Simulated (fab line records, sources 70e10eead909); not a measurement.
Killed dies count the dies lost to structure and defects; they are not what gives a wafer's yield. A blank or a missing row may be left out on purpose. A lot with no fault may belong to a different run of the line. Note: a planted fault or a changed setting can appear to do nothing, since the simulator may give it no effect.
Matching of chambers || flow nand harc || pecvd-04 running NHARC_P_BONDPAD_DEP_00: 3 sister chambers
The step deposits SiCN, target thk 250 nm. 6 wafers are shown with their chamber, then 7 later ones without.

EACH WAFER AND ITS CHAMBER
{"wafer": "L235.4", "chamber": 0, "heater power w (W)": 601}
{"wafer": "L238.5", "chamber": 0, "heater power w (W)": 623}
{"wafer": "L239.4", "chamber": 2, "heater power w (W)": 608}
{"wafer": "L239.6", "chamber": 1, "heater power w (W)": 444}
{"wafer": "L240.2", "chamber": 1, "heater power w (W)": 446}
{"wafer": "L240.3", "chamber": 2, "heater power w (W)": 549}

WAFERS WHOSE CHAMBER IS MISSING
{"wafer": "L240.4", "heater power w (W)": 692}
{"wafer": "L252.4", "heater power w (W)": 606}
{"wafer": "L252.5", "heater power w (W)": 479}
{"wafer": "L252.6", "heater power w (W)": 671}
{"wafer": "L254.1", "heater power w (W)": 575}
{"wafer": "L254.2", "heater power w (W)": 457}
{"wafer": "L254.4", "heater power w (W)": 580}

CHAMBER TAKEN BY EACH
{"wafer": "L240.4", "from the rows above": "can't be placed: 0 or 2", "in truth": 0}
{"wafer": "L252.4", "from the rows above": "can't be placed: 0 or 2", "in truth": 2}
{"wafer": "L252.5", "from the rows above": 1, "in truth": 1}
{"wafer": "L252.6", "from the rows above": "can't be placed: 0 or 2", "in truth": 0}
{"wafer": "L254.1", "from the rows above": "can't be placed: 2 or 0", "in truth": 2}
{"wafer": "L254.2", "from the rows above": 1, "in truth": 1}
{"wafer": "L254.4", "from the rows above": "can't be placed: 2 or 0", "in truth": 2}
Placed correctly: 2 of 7. Unplaceable from these rows: 5, with the true chamber sitting among the candidates in 5. 0 placed wrongly.
How it was worked out, from the rows above alone: a wafer's distance from a chamber is the root of the sum, over the readings, of the square of ((its reading less the chamber's mean) divided by the reading's scatter). If the next closest chamber is less than 2 further off than the closest, the wafer can't be placed; otherwise it belongs to the closest. Each chamber's mean is taken over the wafers shown for it. The scatter: take each reading less its chamber's mean, square it, sum over the shown wafers, divide by the number of wafers less the number of chambers, and take the root.
